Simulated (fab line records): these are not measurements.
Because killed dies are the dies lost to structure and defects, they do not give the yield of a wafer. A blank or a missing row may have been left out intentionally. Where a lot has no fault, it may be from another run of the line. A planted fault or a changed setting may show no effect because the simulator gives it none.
Split-lot study / flow n5-finfet / route with 1938 steps; 7 lots, 39 wafers read

== THE SPLIT ITSELF ==
At N5_SD_EPI_N_ETCH_16 (etches SiO2 in CHF3/O2, target depth 5 nm), the setting target-depth-a was moved away from the recipe's 50 angstrom on 18 of the 39 wafers read, by -28.3% to +57.6%. This setting was run at the recipe's value on the other wafers.

The split's own step is where the reading is taken.

== THE READING ==
etch.depth-nm (the simulator's own value, which no gauge read), in nm, at N5_SD_EPI_N_ETCH_16 (etches SiO2 in CHF3/O2, target depth 5 nm). No usual value for it is given in the file. The 21 wafers here that ran the recipe average 4.963 nm, standard deviation 0.084 nm.

wafer=L077.1; tool, chamber at the split=rie-diel-05, 3; target-depth-a as run, angstrom=73.05; against the recipe=+46.1%; etch.depth-nm, nm=7.512; against lot-mates on the recipe=+2.564
wafer=L077.2; tool, chamber at the split=rie-diel-05, 2; target-depth-a as run, angstrom=50; against the recipe=recipe; etch.depth-nm, nm=5.001; against lot-mates on the recipe=-
wafer=L077.3; tool, chamber at the split=rie-diel-05, 1; target-depth-a as run, angstrom=50; against the recipe=recipe; etch.depth-nm, nm=4.93; against lot-mates on the recipe=-
wafer=L077.4; tool, chamber at the split=rie-diel-05, 0; target-depth-a as run, angstrom=73.05; against the recipe=+46.1%; etch.depth-nm, nm=7.474; against lot-mates on the recipe=+2.526
wafer=L077.5; tool, chamber at the split=rie-diel-05, 1; target-depth-a as run, angstrom=50; against the recipe=recipe; etch.depth-nm, nm=4.912; against lot-mates on the recipe=-
wafer=L077.6; tool, chamber at the split=rie-diel-05, 2; target-depth-a as run, angstrom=73.05; against the recipe=+46.1%; etch.depth-nm, nm=7.254; against lot-mates on the recipe=+2.306
wafer=L079.1; tool, chamber at the split=rie-diel-05, 2; target-depth-a as run, angstrom=36.46; against the recipe=-27.1%; etch.depth-nm, nm=3.641; against lot-mates on the recipe=-1.409
wafer=L079.2; tool, chamber at the split=rie-diel-05, 1; target-depth-a as run, angstrom=36.46; against the recipe=-27.1%; etch.depth-nm, nm=3.605; against lot-mates on the recipe=-1.445
wafer=L079.3; tool, chamber at the split=rie-diel-05, 3; target-depth-a as run, angstrom=50; against the recipe=recipe; etch.depth-nm, nm=5.127; against lot-mates on the recipe=-
wafer=L079.4; tool, chamber at the split=rie-diel-05, 0; target-depth-a as run, angstrom=36.46; against the recipe=-27.1%; etch.depth-nm, nm=3.731; against lot-mates on the recipe=-1.319
wafer=L079.5; tool, chamber at the split=rie-diel-05, 0; target-depth-a as run, angstrom=50; against the recipe=recipe; etch.depth-nm, nm=5.09; against lot-mates on the recipe=-
wafer=L079.6; tool, chamber at the split=rie-diel-05, 1; target-depth-a as run, angstrom=50; against the recipe=recipe; etch.depth-nm, nm=4.933; against lot-mates on the recipe=-
wafer=L081.1; tool, chamber at the split=rie-diel-01, 3; target-depth-a as run, angstrom=50; against the recipe=recipe; etch.depth-nm, nm=4.838; against lot-mates on the recipe=-
wafer=L081.2; tool, chamber at the split=rie-diel-01, 0; target-depth-a as run, angstrom=50; against the recipe=recipe; etch.depth-nm, nm=4.866; against lot-mates on the recipe=-
wafer=L081.3; tool, chamber at the split=rie-diel-01, 2; target-depth-a as run, angstrom=78.8; against the recipe=+57.6%; etch.depth-nm, nm=7.761; against lot-mates on the recipe=+2.869
wafer=L081.4; tool, chamber at the split=rie-diel-01, 1; target-depth-a as run, angstrom=50; against the recipe=recipe; etch.depth-nm, nm=4.973; against lot-mates on the recipe=-
wafer=L081.5; tool, chamber at the split=rie-diel-01, 2; target-depth-a as run, angstrom=78.8; against the recipe=+57.6%; etch.depth-nm, nm=7.868; against lot-mates on the recipe=+2.976
wafer=L081.6; tool, chamber at the split=rie-diel-01, 1; target-depth-a as run, angstrom=78.8; against the recipe=+57.6%; etch.depth-nm, nm=7.874; against lot-mates on the recipe=+2.982
wafer=L086.3; tool, chamber at the split=rie-diel-05, 3; target-depth-a as run, angstrom=50; against the recipe=recipe; etch.depth-nm, nm=5.062; against lot-mates on the recipe=-
wafer=L086.4; tool, chamber at the split=rie-diel-05, 0; target-depth-a as run, angstrom=50; against the recipe=recipe; etch.depth-nm, nm=4.98; against lot-mates on the recipe=-
wafer=L086.6; tool, chamber at the split=rie-diel-05, 3; target-depth-a as run, angstrom=50; against the recipe=recipe; etch.depth-nm, nm=5.076; against lot-mates on the recipe=-
wafer=L087.1; tool, chamber at the split=rie-diel-05, 3; target-depth-a as run, angstrom=50; against the recipe=recipe; etch.depth-nm, nm=5.039; against lot-mates on the recipe=-
wafer=L087.6; tool, chamber at the split=rie-diel-05, 3; target-depth-a as run, angstrom=50; against the recipe=recipe; etch.depth-nm, nm=5.039; against lot-mates on the recipe=-
wafer=L087.2; tool, chamber at the split=rie-diel-05, 2; target-depth-a as run, angstrom=70.72; against the recipe=+41.4%; etch.depth-nm, nm=6.889; against lot-mates on the recipe=+1.880
wafer=L087.3; tool, chamber at the split=rie-diel-05, 0; target-depth-a as run, angstrom=50; against the recipe=recipe; etch.depth-nm, nm=4.949; against lot-mates on the recipe=-
wafer=L087.4; tool, chamber at the split=rie-diel-05, 2; target-depth-a as run, angstrom=70.72; against the recipe=+41.4%; etch.depth-nm, nm=6.959; against lot-mates on the recipe=+1.950
wafer=L087.5; tool, chamber at the split=rie-diel-05, 0; target-depth-a as run, angstrom=70.72; against the recipe=+41.4%; etch.depth-nm, nm=6.953; against lot-mates on the recipe=+1.944
wafer=L088.1; tool, chamber at the split=rie-diel-01, 3; target-depth-a as run, angstrom=50; against the recipe=recipe; etch.depth-nm, nm=4.838; against lot-mates on the recipe=-
wafer=L088.2; tool, chamber at the split=rie-diel-01, 2; target-depth-a as run, angstrom=50; against the recipe=recipe; etch.depth-nm, nm=4.994; against lot-mates on the recipe=-
wafer=L088.3; tool, chamber at the split=rie-diel-01, 0; target-depth-a as run, angstrom=35.85; against the recipe=-28.3%; etch.depth-nm, nm=3.476; against lot-mates on the recipe=-1.429
wafer=L088.4; tool, chamber at the split=rie-diel-01, 1; target-depth-a as run, angstrom=35.85; against the recipe=-28.3%; etch.depth-nm, nm=3.6; against lot-mates on the recipe=-1.305
wafer=L088.5; tool, chamber at the split=rie-diel-01, 0; target-depth-a as run, angstrom=35.85; against the recipe=-28.3%; etch.depth-nm, nm=3.482; against lot-mates on the recipe=-1.423
wafer=L088.6; tool, chamber at the split=rie-diel-01, 3; target-depth-a as run, angstrom=50; against the recipe=recipe; etch.depth-nm, nm=4.883; against lot-mates on the recipe=-
wafer=L097.1; tool, chamber at the split=rie-diel-04, 2; target-depth-a as run, angstrom=61.91; against the recipe=+23.8%; etch.depth-nm, nm=6.282; against lot-mates on the recipe=+1.384
wafer=L097.2; tool, chamber at the split=rie-diel-04, 0; target-depth-a as run, angstrom=61.91; against the recipe=+23.8%; etch.depth-nm, nm=6.071; against lot-mates on the recipe=+1.173
wafer=L097.3; tool, chamber at the split=rie-diel-04, 3; target-depth-a as run, angstrom=61.91; against the recipe=+23.8%; etch.depth-nm, nm=6.34; against lot-mates on the recipe=+1.442
wafer=L097.4; tool, chamber at the split=rie-diel-04, 1; target-depth-a as run, angstrom=50; against the recipe=recipe; etch.depth-nm, nm=4.898; against lot-mates on the recipe=-
wafer=L097.5; tool, chamber at the split=rie-diel-04, 1; target-depth-a as run, angstrom=50; against the recipe=recipe; etch.depth-nm, nm=4.948; against lot-mates on the recipe=-
wafer=L097.6; tool, chamber at the split=rie-diel-04, 0; target-depth-a as run, angstrom=50; against the recipe=recipe; etch.depth-nm, nm=4.847; against lot-mates on the recipe=-

FIT RESULTS
A straight line over all 39 wafers: etch.depth-nm changes by +0.0503 nm for each +1% of target-depth-a; r = +1.00; the points scatter about the line by 0.1 nm.
The same after taking each lot's own level away (the mean of its wafers on the recipe; 39 wafers): +0.0508 nm for each +1%; r = +1.00; scatter 0.1 nm.
According to that fit, moving target-depth-a by its largest amount changes the reading by 2.9 nm.
Measured against the standard deviation above, the lots' own levels, which go from 4.8923 to 5.0500 nm, span 1.9 times it.
Consequently the slope shifts little with the lot-to-lot level, the two slopes agreeing.
Check: with one of the wafers moved furthest among these (+57.6%) left out of the fit, the line predicts +2.94 nm for it against its lot-mates. Against them it came out at +2.87 nm.

== THESE WAFERS: OTHER SPLITS ==
Note: prior to the reading, these wafers also went through further splits. Each is held against what the fit with the lots' levels taken away leaves over:
other split on the same wafers=N5_FIN_SAQP_HM_DEP_03 target-thk-a; wafers away from the commonest value=15; r with etch.depth-nm (lot level and that fit taken away)=+0.55

== FILE'S OWN FIT ==
etch.depth-nm changes by +0.0509 nm for each +1% of target-depth-a, r = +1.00.
